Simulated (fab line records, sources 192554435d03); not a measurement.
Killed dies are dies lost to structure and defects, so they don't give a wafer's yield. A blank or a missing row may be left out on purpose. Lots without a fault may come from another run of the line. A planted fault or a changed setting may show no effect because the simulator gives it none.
fab line records | flow n5_finfet
record lots=24 wafers=72 last_day=18
route steps=1938 shown BEOL_M5@1168 BEOL_M6@1197
lots that met no fault: from a run of the same line without faults
start_h: hours from the record's first day to the start of the lot's first wafer shown | wait_h: hours since the lot's step before | " the same as in the row above | L1.1+2: a row that stands for several wafers | - no value, or no start given | * or withheld: withheld | < > ~ a bound
route shown NAME@n: a module of which the file shows steps, and the number in the route of the first | usual: mean/standard deviation of fault-free wafers | same: alike in all rows | chamber/n: place in a boat | sites: the reading at each site | _std_site: their standard deviation | _edge_site: outer sites' mean less inner sites' | radius_mm: how far each site lies from the wafer's centre | mask NAME#n: copy n | behind: the tool/chamber that last shaped the wafer | hold: why the lot was held/for how many hours/how that ended | device: the transistor (n, p or np) that didn't switch | end of line: the same wafers' tests at the end of the route | a step without rows: its recipe alone | killed: dies lost to structure and defects at the first sort, not the wafer's yield | map: a wafer's dies, x killed, . not, _ none there
set.NAME: the setting as run; set.NAME@STEP: as run at that earlier step | model.NAME: the simulator's own value behind a step, which no gauge read
steps of the route over a sample of lots; a table a step, a row a wafer
services: from which hour (start_h, from the record's first day; less than 0 if before it) a tool's chamber was out of use, for how many hours, and why
## steps
# step N5_BEOL_M5_CD_MEAS_35
# recipe target_cd_nm=28 target_cd_y_nm=24 polarity=opening
# usual cd_nm=28.03/0.27
# columns lot.wafer tool chamber start_h wait_h cd_nm
L074.2 cd_sem-01 - 174.67 0.0 28.08
L074.3 " - " " 28.09
L074.4 " - " " 28.35
L075.1 cd_sem-01 - 175.16 0.0 27.91
L075.2 " - " " 27.69
L075.3 " - " " 28.05
L076.1 cd_sem-02 - 181.87 0.0 27.95
L076.2 " - " " 27.99
L076.5 " - " " 27.58
L077.3 cd_sem-02 - 190.90 0.0 27.97
L077.4 " - " " 28.59
L077.6 " - " " 27.84
L078.4 cd_sem-01 - 198.09 0.0 27.76
L078.5 " - " " 27.95
L078.6 " - " " 27.56
L080.1 cd_sem-02 - 206.25 0.0 28.00
L080.3 " - " " 27.99
L080.4 " - " " 28.23
L079.2 cd_sem-02 - 208.48 0.0 28.06
L079.3 " - " " 28.19
L079.6 " - " " 28.38
L081.1 cd_sem-01 - 214.99 0.0 28.26
L081.2 " - " " 27.66
L081.6 " - " " 28.11
L082.2 cd_sem-03 - 218.11 0.0 28.25
L082.4 " - " " 28.70
L082.5 " - " " 27.84
L084.1 cd_sem-03 - 224.90 0.0 27.83
L084.5 " - " " 27.66
L084.6 " - " " 28.07
L083.3 cd_sem-01 - 230.42 0.0 28.34
L083.4 " - " " 27.77
L083.5 " - " " 28.01
L085.2 cd_sem-01 - 235.87 0.0 28.37
L085.4 " - " " 27.93
L085.5 " - " " 27.78
L086.2 cd_sem-03 - 246.51 0.0 27.87
L086.3 " - " " 28.37
L086.6 " - " " 28.33
L087.2 cd_sem-02 - 261.23 0.0 28.14
L087.3 " - " " 28.13
L087.5 " - " " 28.18
L088.1 cd_sem-01 - 263.50 0.0 28.13
L088.4 " - " " 27.75
L088.5 " - " " 28.20
L090.2 cd_sem-01 - 266.45 0.0 27.98
L090.3 " - " " 27.78
L090.5 " - " " 28.15
L092.1 cd_sem-01 - 268.82 0.0 27.83
L092.2 " - " " 27.77
L092.3 " - " " 27.96
L089.2 cd_sem-02 - 270.42 0.0 28.07
L089.3 " - " " 28.37
L089.6 " - " " 28.33
L091.1 cd_sem-01 - 272.27 0.0 28.29
L091.4 " - " " 28.05
L091.5 " - " " 28.11
L093.3 cd_sem-02 - 288.48 0.0 27.99
L093.5 " - " " 28.21
L093.6 " - " " 27.79
L094.1 cd_sem-01 - 290.76 0.0 27.85
L094.4 " - " " 27.82
L094.5 " - " " 28.13
L096.1 cd_sem-03 - 305.01 0.0 27.80
L096.2 " - " " 27.77
L096.4 " - " " 27.72
L095.2 cd_sem-01 - 312.84 0.0 28.34
L095.4 " - " " 28.28
L095.6 " - " " 28.23
L097.2 cd_sem-03 - 313.24 0.0 28.09
L097.4 " - " " 28.06
L097.5 " - " " 27.84
# step N5_BEOL_M5_SPUTTER_48
# recipe material=Cu target_thk_a=150 temp_c=-20 chamber_pressure_pa=0.07 power_w=withheld time_s=27.62
# usual substrate_temp_c=-19.99/0.088 susceptor_temp_C=-20.00/0.11 throttle_valve_pct=30.2/1.1
# columns lot.wafer tool chamber start_h wait_h substrate_temp_c susceptor_temp_C throttle_valve_pct
L074.2 pvd_sputter-03 - 176.01 0.3 -19.79 -20.05 30.1
L074.3 " - " " -20.06 -20.05 30.5
L074.4 " - " " -20.07 -19.88 31.2
L075.1 pvd_sputter-02 - 177.82 0.1 -19.87 -19.97 30.0
L075.2 " - " " -20.05 -20.01 28.0
L075.3 " - " " -19.87 -19.99 32.8
L076.1 pvd_sputter-03 - 183.01 0.1 -20.10 -20.01 29.0
L076.2 " - " " -19.89 -19.95 31.1
L076.5 " - " " -19.95 -20.03 29.1
L077.3 pvd_sputter-03 - 192.09 0.1 -19.99 -19.96 31.1
L077.4 " - " " -19.91 -19.93 30.0
L077.6 " - " " -19.94 -20.03 29.8
L078.4 pvd_sputter-03 - 199.26 0.1 -20.14 -19.85 28.8
L078.5 " - " " -19.99 -19.97 29.0
L078.6 " - " " -19.88 -20.01 30.4
L080.1 pvd_sputter-01 - 208.45 0.1 -19.92 -20.14 30.0
L080.3 " - " " -19.82 -20.15 30.6
L080.4 " - " " -19.99 -20.14 29.8
L079.2 pvd_sputter-03 - 210.35 0.1 -19.82 -19.88 29.1
L079.3 " - " " -20.16 -20.14 30.2
L079.6 " - " " -19.95 -20.12 31.1
L081.1 pvd_sputter-01 - 217.79 0.1 -19.99 -19.82 30.5
L081.2 " - " " -20.05 -19.91 30.0
L081.6 " - " " -20.02 -19.82 30.0
L082.2 pvd_sputter-03 - 220.09 0.1 -19.92 -20.07 30.3
L082.4 " - " " -20.10 -19.94 30.3
L082.5 " - " " -20.03 -19.96 30.9
L084.1 pvd_sputter-02 - 228.29 0.1 -20.04 -20.05 30.1
L084.5 " - " " -19.91 -20.04 32.8
L084.6 " - " " -20.08 -20.04 27.8
L083.3 pvd_sputter-02 - 233.31 0.1 -19.99 -19.84 30.0
L083.4 " - " " -19.94 -20.09 33.0
L083.5 " - " " -19.94 -20.12 28.2
L085.2 pvd_sputter-03 - 237.94 0.1 -19.90 -20.16 30.6
L085.4 " - " " -20.06 -20.02 30.7
L085.5 " - " " -20.01 -20.16 30.9
L086.2 pvd_sputter-01 - 247.56 0.1 -20.11 -20.20 29.8
L086.3 " - " " -20.05 -19.89 30.9
L086.6 " - " " -19.92 -20.07 29.8
L087.2 pvd_sputter-01 - 262.63 0.2 -19.95 -19.94 29.6
L087.3 " - " " -20.12 -19.94 30.6
L087.5 " - " " -20.15 -20.13 30.6
L088.1 pvd_sputter-02 - 266.05 0.1 -19.95 -20.02 27.9
L088.4 " - " " -20.10 -20.11 33.0
L088.5 " - " " -19.98 -20.00 30.2
L090.2 pvd_sputter-01 - 268.05 0.2 -19.87 -19.85 30.9
L090.3 " - " " -19.88 -20.08 30.5
L090.5 " - " " -19.86 -20.12 29.6
L092.1 pvd_sputter-03 - 270.78 0.1 -19.97 -19.91 30.0
L092.2 " - " " -19.93 -20.13 30.9
L092.3 " - " " -19.95 -20.22 29.2
L089.2 pvd_sputter-02 - 271.80 0.2 -20.07 -20.04 28.3
L089.3 " - " " -19.94 -19.97 30.6
L089.6 " - " " -20.00 -20.03 28.2
L091.1 pvd_sputter-01 - 273.82 0.4 -20.07 -20.10 30.8
L091.4 " - " " -20.00 -19.88 30.0
L091.5 " - " " -19.87 -20.01 31.0
L093.3 pvd_sputter-02 - 291.16 0.1 -20.11 -19.83 32.9
L093.5 " - " " -19.95 -19.94 30.2
L093.6 " - " " -19.87 -20.00 28.3
L094.1 pvd_sputter-03 - 292.69 0.4 -19.93 -20.04 29.9
L094.4 " - " " -19.99 -19.88 30.8
L094.5 " - " " -19.88 -20.15 30.0
L096.1 pvd_sputter-03 - 306.18 0.1 -20.16 -19.99 30.9
L096.2 " - " " -20.05 -20.01 30.5
L096.4 " - " " -20.09 -20.03 30.1
L097.2 pvd_sputter-03 - 314.50 0.3 -20.05 -19.91 29.0
L097.4 " - " " -19.92 -20.12 29.9
L097.5 " - " " -19.86 -19.88 30.6
L095.2 pvd_sputter-01 - 316.89 0.2 -19.99 -20.16 29.9
L095.4 " - " " -20.01 -19.85 30.4
L095.6 " - " " -19.91 -20.10 29.7
# step N5_BEOL_M5_ANNEAL_49
# recipe temp_c=400 time_s=1800 ambient=vacuum
# usual heater_power_w=824/82 susceptor_temp_C=400.00/0.23
# columns lot.wafer tool chamber start_h wait_h heater_power_w susceptor_temp_C
L074.2 pvd_sputter-03 - 176.17 0.1 794 399.89
L074.3 " - " " 776 399.91
L074.4 " - " " 717 399.23
L075.1 pvd_sputter-02 - 177.90 0.0 777 400.04
L075.2 " - " " 878 399.69
L075.3 " - " " 1017 399.77
L076.1 pvd_sputter-03 - 183.09 0.0 862 399.95
L076.2 " - " " 711 400.13
L076.5 " - " " 871 399.67
L077.3 pvd_sputter-03 - 192.17 0.0 706 400.22
L077.4 " - " " 805 400.08
L077.6 " - " " 823 400.34
L078.4 pvd_sputter-03 - 199.34 0.0 870 400.08
L078.5 " - " " 862 400.32
L078.6 " - " " 780 400.16
L080.1 pvd_sputter-01 - 208.53 0.0 693 400.08
L080.3 " - " " 858 399.84
L080.4 " - " " 765 399.58
L079.2 pvd_sputter-03 - 210.43 0.0 838 400.29
L079.3 " - " " 802 399.59
L079.6 " - " " 718 399.95
L081.1 pvd_sputter-01 - 217.87 0.0 864 400.33
L081.2 " - " " 710 399.81
L081.6 " - " " 797 400.24
L082.2 pvd_sputter-03 - 220.17 0.0 790 400.12
L082.4 " - " " 783 400.39
L082.5 " - " " 761 400.16
L084.1 pvd_sputter-02 - 228.37 0.0 799 399.66
L084.5 " - " " 1008 400.18
L084.6 " - " " 876 400.01
L083.3 pvd_sputter-02 - 233.39 0.0 807 399.91
L083.4 " - " " 1011 400.14
L083.5 " - " " 862 400.07
L085.2 pvd_sputter-03 - 238.02 0.0 778 399.74
L085.4 " - " " 691 400.19
L085.5 " - " " 766 399.79
L086.2 pvd_sputter-01 - 247.64 0.0 794 399.79
L086.3 " - " " 877 400.20
L086.6 " - " " 701 399.93
L087.2 pvd_sputter-01 - 262.71 0.0 804 399.88
L087.3 " - " " 844 399.87
L087.5 " - " " 879 400.04
L088.1 pvd_sputter-02 - 266.13 0.0 869 400.03
L088.4 " - " " 1022 400.07
L088.5 " - " " 786 399.70
L090.2 pvd_sputter-01 - 268.13 0.0 864 399.91
L090.3 " - " " 877 400.02
L090.5 " - " " 809 400.10
L092.1 pvd_sputter-03 - 270.86 0.0 786 399.74
L092.2 " - " " 707 400.10
L092.3 " - " " 876 400.30
L089.2 pvd_sputter-02 - 271.88 0.0 871 399.94
L089.3 " - " " 948 399.99
L089.6 " - " " 877 400.08
L091.1 pvd_sputter-01 - 273.90 0.0 847 400.25
L091.4 " - " " 706 400.33
L091.5 " - " " 842 400.07
L093.3 pvd_sputter-02 - 291.24 0.0 1006 399.88
L093.5 " - " " 803 400.09
L093.6 " - " " 858 399.68
L094.1 pvd_sputter-03 - 292.77 0.0 804 399.95
L094.4 " - " " 686 400.11
L094.5 " - " " 814 399.98
L096.1 pvd_sputter-03 - 306.26 0.0 729 400.09
L096.2 " - " " 796 399.93
L096.4 " - " " 800 400.31
L097.2 pvd_sputter-03 - 314.58 0.0 873 399.73
L097.4 " - " " 796 400.05
L097.5 " - " " 782 400.16
L095.2 pvd_sputter-01 - 316.97 0.0 804 399.92
L095.4 " - " " 864 400.23
L095.6 " - " " 799 399.71
# step N5_BEOL_M6_PECVD_70
# recipe material=SiO2 target_thk_a=200 temp_c=400 precursor=TEOS/O2 pressure_torr=5.5 rf_w=450 teos_flow_sccm=53.8 gas=O2 flow_sccm=3000 time_s=22.7
# usual heater_power_w=740/110 showerhead_plenum_p_Torr=8.75/0.05 susceptor_temp_C=400.01/0.23 throttle_valve_pct=22.1/0.88
# columns lot.wafer tool chamber start_h wait_h heater_power_w showerhead_plenum_p_Torr susceptor_temp_C throttle_valve_pct
L074.2 pecvd-02 2 183.42 0.0 892 8.80 400.02 22.0
L074.3 " 1 " " 608 8.78 400.09 22.4
L074.4 " 1 " " 603 8.77 400.19 22.7
L075.1 pecvd-01 0 184.17 0.0 604 8.70 400.05 23.4
L075.2 " 1 " " 549 8.67 400.01 21.7
L075.3 " 2 " " 727 8.81 399.92 20.1
L076.1 pecvd-04 1 189.09 0.0 795 8.73 399.97 21.4
L076.2 " 0 " " 772 8.79 399.86 22.5
L076.5 " 2 " " 861 8.69 399.99 21.6
L077.3 pecvd-02 1 198.17 0.0 686 8.74 400.26 22.6
L077.4 " 1 " " 679 8.77 399.89 22.5
L077.6 " 2 " " 773 8.80 400.02 22.2
L078.4 pecvd-01 0 205.85 0.1 637 8.75 399.55 23.7
L078.5 " 1 " " 577 8.69 399.99 22.0
L078.6 " 2 " " 648 8.82 399.95 19.5
L080.1 pecvd-02 0 215.11 0.0 758 8.75 400.09 22.5
L080.3 " 2 " " 946 8.79 400.15 22.0
L080.4 " 0 " " 770 8.79 400.34 22.5
L079.2 pecvd-01 0 217.05 0.0 635 8.74 399.99 23.6
L079.3 " 2 " " 643 8.81 400.01 19.8
L079.6 " 0 " " 625 8.71 399.52 23.7
L081.1 pecvd-04 2 223.87 0.0 966 8.68 400.04 22.0
L081.2 " 0 " " 826 8.82 399.92 22.6
L081.6 " 2 " " 958 8.67 400.07 22.0
L082.2 pecvd-04 2 226.64 0.0 957 8.69 399.90 21.8
L082.4 " 0 " " 748 8.82 400.09 22.8
L082.5 " 2 " " 910 8.69 399.73 22.0
L084.1 pecvd-02 1 234.37 0.0 642 8.78 399.79 22.6
L084.5 " 2 " " 801 8.78 399.82 22.1
L084.6 " 1 " " 646 8.74 399.89 22.6
L083.3 pecvd-01 1 240.07 0.0 492 8.67 399.98 21.9
L083.4 " 1 " " 513 8.68 399.76 22.0
L083.5 " 0 " " 618 8.69 400.08 23.6
L085.2 pecvd-04 0 244.05 0.0 757 8.80 400.61 22.6
L085.4 " 1 " " 884 8.77 399.90 21.7
L085.5 " 0 " " 779 8.79 400.40 22.6
L086.2 pecvd-04 1 253.65 0.0 769 8.71 400.14 21.4
L086.3 " 0 " " 691 8.83 399.61 22.9
L086.6 " 1 " " 769 8.74 400.29 21.7
L087.2 pecvd-02 1 269.38 0.0 671 8.76 400.14 22.9
L087.3 " 2 " " 822 8.80 399.76 22.3
L087.5 " 0 " " 753 8.80 399.50 22.8
L088.1 pecvd-02 0 272.13 0.0 721 8.78 400.03 22.5
L088.4 " 0 " " 719 8.76 400.07 22.5
L088.5 " 1 " " 625 8.75 399.66 22.7
L090.2 pecvd-04 2 274.13 0.0 931 8.68 399.78 22.0
L090.3 " 0 " " 774 8.81 400.05 22.8
L090.5 " 1 " " 851 8.75 399.85 21.4
L092.1 pecvd-04 0 276.86 0.0 841 8.82 400.23 22.8
L092.2 " 2 " " 797 8.66 399.91 21.8
L092.3 " 1 " " 814 8.76 399.89 21.7
L089.2 pecvd-02 2 278.10 0.0 833 8.80 400.03 22.4
L089.3 " 0 " " 676 8.79 400.57 22.4
L089.6 " 0 " " 698 8.79 400.52 22.5
L091.1 pecvd-02 2 280.12 0.0 799 8.80 400.07 21.8
L091.4 " 1 " " 574 8.78 399.79 22.7
L091.5 " 0 " " 760 8.77 399.79 22.4
L093.3 pecvd-02 1 297.24 0.0 586 8.78 399.56 22.8
L093.5 " 0 " " 815 8.75 399.92 22.5
L093.6 " 1 " " 581 8.79 399.79 22.6
L094.1 pecvd-04 2 299.59 0.0 836 8.70 400.08 21.9
L094.4 " 2 " " 834 8.67 399.90 22.2
L094.5 " 0 " " 819 8.81 399.90 22.8
L096.1 pecvd-01 2 314.22 0.0 732 8.80 399.87 20.1
L096.2 " 1 " " 549 8.70 399.92 22.1
L096.4 " 1 " " 559 8.68 400.22 22.1
L095.2 pecvd-04 1 324.65 0.0 753 8.76 399.78 21.5
L095.4 " 1 " " 778 8.74 399.98 21.7
L095.6 " 1 " " 762 8.73 399.65 21.7
L097.2 pecvd-01 0 333.39 0.0 628 8.72 399.83 24.0
L097.4 " 2 " " 693 8.83 400.03 20.3
L097.5 " 0 " " 626 8.72 399.64 23.8
# step N5_BEOL_M6_OCD_MEAS_38
# usual trench_depth_nm=94.5/1.2
# columns lot.wafer tool chamber start_h wait_h trench_depth_nm
L074.2 ocd-01 - 187.81 - 94.4
L074.3 " - " " 93.2
L074.4 " - " " 91.4
L075.1 ocd-01 - 188.31 - 95.6
L075.2 " - " " 94.4
L075.3 " - " " 94.8
L076.1 ocd-02 - 192.80 - 95.6
L076.2 " - " " 95.8
L076.5 " - " " 96.1
L077.3 ocd-01 - 200.78 - 94.6
L077.4 " - " " 93.9
L077.6 " - " " 93.5
L078.4 ocd-02 - 208.03 - 94.1
L078.5 " - " " 93.5
L078.6 " - " " 93.9
L080.1 ocd-01 - 218.00 - 94.9
L080.3 " - " " 95.3
L080.4 " - " " 96.1
L079.2 ocd-01 - 221.83 - 94.2
L079.3 " - " " 95.9
L079.6 " - " " 95.8
L081.1 ocd-01 - 228.47 - 95.7
L081.2 " - " " 95.5
L081.6 " - " " 94.6
L082.2 ocd-02 - 231.62 - 93.5
L082.4 " - " " 94.1
L082.5 " - " " 93.1
L084.1 ocd-01 - 237.43 - 96.2
L084.5 " - " " 95.5
L084.6 " - " " 94.8
L083.3 ocd-02 - 246.83 - 94.3
L083.4 " - " " 94.0
L083.5 " - " " 92.7
L085.2 ocd-02 - 248.85 - 95.2
L085.4 " - " " 93.7
L085.5 " - " " 92.4
L086.2 ocd-01 - 257.38 - 93.3
L086.3 " - " " 92.5
L086.6 " - " " 92.2
L087.2 ocd-02 - 272.55 - 93.1
L087.3 " - " " 94.7
L087.5 " - " " 94.0
L088.1 ocd-02 - 276.17 - 95.0
L088.4 " - " " 93.2
L088.5 " - " " 92.6
L090.2 ocd-02 - 278.03 - 95.1
L090.3 " - " " 95.5
L090.5 " - " " 95.4
L092.1 ocd-02 - 280.03 - 95.0
L092.2 " - " " 95.6
L092.3 " - " " 93.7
L091.1 ocd-01 - 282.65 - 95.1
L091.4 " - " " 95.5
L091.5 " - " " 93.0
L089.2 ocd-02 - 282.65 - 94.5
L089.3 " - " " 94.9
L089.6 " - " " 95.6
L094.1 ocd-02 - 302.04 - 95.0
L094.4 " - " " 94.5
L094.5 " - " " 94.8
L093.3 ocd-01 - 302.44 - 96.9
L093.5 " - " " 96.3
L093.6 " - " " 95.5
L096.1 ocd-01 - 322.43 - 92.8
L096.2 " - " " 94.8
L096.4 " - " " 95.4
L095.2 ocd-01 - 331.56 - 93.5
L095.4 " - " " 94.5
L095.6 " - " " 92.5
L097.2 ocd-01 - 336.24 - 93.4
L097.4 " - " " 93.9
L097.5 " - " " 93.3
# step N5_BEOL_M6_PRE_CLEAN_45
# recipe gas=H2/He time_s=30 temp_c=250
# usual heater_power_w=337/36 susceptor_temp_C=250.00/0.17
# columns lot.wafer tool chamber start_h wait_h heater_power_w susceptor_temp_C
L074.2 pvd_sputter-01 - 188.60 0.0 274 249.94
L074.3 " - " " 322 250.17
L074.4 " - " " 339 249.90
L075.1 pvd_sputter-02 - 188.88 0.0 350 250.02
L075.2 " - " " 322 249.92
L075.3 " - " " 411 250.15
L076.1 pvd_sputter-01 - 194.69 0.0 340 250.15
L076.2 " - " " 271 249.98
L076.5 " - " " 339 249.78
L077.3 pvd_sputter-01 - 201.91 0.0 318 250.02
L077.4 " - " " 345 249.94
L077.6 " - " " 277 250.12
L078.4 pvd_sputter-03 - 208.83 0.0 321 250.10
L078.5 " - " " 318 249.93
L078.6 " - " " 323 249.66
L080.1 pvd_sputter-02 - 219.11 0.0 399 249.84
L080.3 " - " " 325 249.95
L080.4 " - " " 408 250.09
L079.2 pvd_sputter-01 - 222.77 0.0 351 249.94
L079.3 " - " " 314 249.86
L079.6 " - " " 353 249.81
L081.1 pvd_sputter-01 - 229.25 0.0 345 249.92
L081.2 " - " " 319 249.94
L081.6 " - " " 283 250.16
L082.2 pvd_sputter-02 - 233.27 0.0 318 249.84
L082.4 " - " " 398 250.00
L082.5 " - " " 344 249.87
L084.1 pvd_sputter-02 - 238.64 0.0 408 250.15
L084.5 " - " " 394 249.77
L084.6 " - " " 393 250.01
L083.3 pvd_sputter-01 - 247.52 0.0 336 249.94
L083.4 " - " " 277 249.79
L083.5 " - " " 276 249.86
L085.2 pvd_sputter-03 - 249.49 0.0 319 250.27
L085.4 " - " " 286 250.27
L085.5 " - " " 348 249.97
L086.2 pvd_sputter-03 - 258.02 0.0 286 249.51
L086.3 " - " " 344 249.97
L086.6 " - " " 323 250.15
L087.2 pvd_sputter-01 - 273.20 0.0 347 249.83
L087.3 " - " " 272 250.12
L087.5 " - " " 350 250.33
L088.1 pvd_sputter-02 - 276.79 0.0 362 249.88
L088.4 " - " " 316 249.74
L088.5 " - " " 390 249.96
L090.2 pvd_sputter-01 - 279.15 0.0 356 249.94
L090.3 " - " " 342 250.38
L090.5 " - " " 285 249.99
L092.1 pvd_sputter-03 - 282.01 0.0 341 249.88
L092.2 " - " " 318 250.04
L092.3 " - " " 319 250.10
L089.2 pvd_sputter-01 - 283.22 0.0 339 250.06
L089.3 " - " " 354 249.80
L089.6 " - " " 344 249.99
L091.1 pvd_sputter-02 - 283.34 0.0 353 250.06
L091.4 " - " " 410 250.26
L091.5 " - " " 349 249.98
L094.1 pvd_sputter-01 - 302.90 0.0 354 249.90
L094.4 " - " " 278 249.93
L094.5 " - " " 343 250.15
L093.3 pvd_sputter-03 - 305.04 0.0 323 250.45
L093.5 " - " " 310 250.17
L093.6 " - " " 316 250.23
L096.1 pvd_sputter-01 - 323.29 0.0 350 250.00
L096.2 " - " " 335 249.66
L096.4 " - " " 341 250.01
L095.2 pvd_sputter-02 - 332.52 0.0 403 250.18
L095.4 " - " " 350 249.67
L095.6 " - " " 339 250.03
L097.2 pvd_sputter-01 - 337.14 0.0 342 250.25
L097.4 " - " " 343 249.82
L097.5 " - " " 351 250.18
## services
# columns tool chamber start_h hours kind
pecvd-04 - 200.20 0.3 repair
pecvd-04 1 230.26 5.5 scheduled_down
pecvd-01 2 234.74 4.8 repair
pecvd-01 0 247.98 5.0 scheduled_down
pecvd-02 0 253.33 6.3 repair
pecvd-04 0 254.36 4.9 repair
pecvd-01 2 257.52 2.1 scheduled_down
pecvd-04 2 259.74 5.0 scheduled_down
pecvd-02 2 309.34 2.1 scheduled_down
pecvd-01 - 310.45 1.7 repair
pecvd-02 - 316.35 6.0 pm
pecvd-04 0 322.30 5.5 scheduled_down
pvd_sputter-02 - 335.43 2.0 repair
## key
fault none
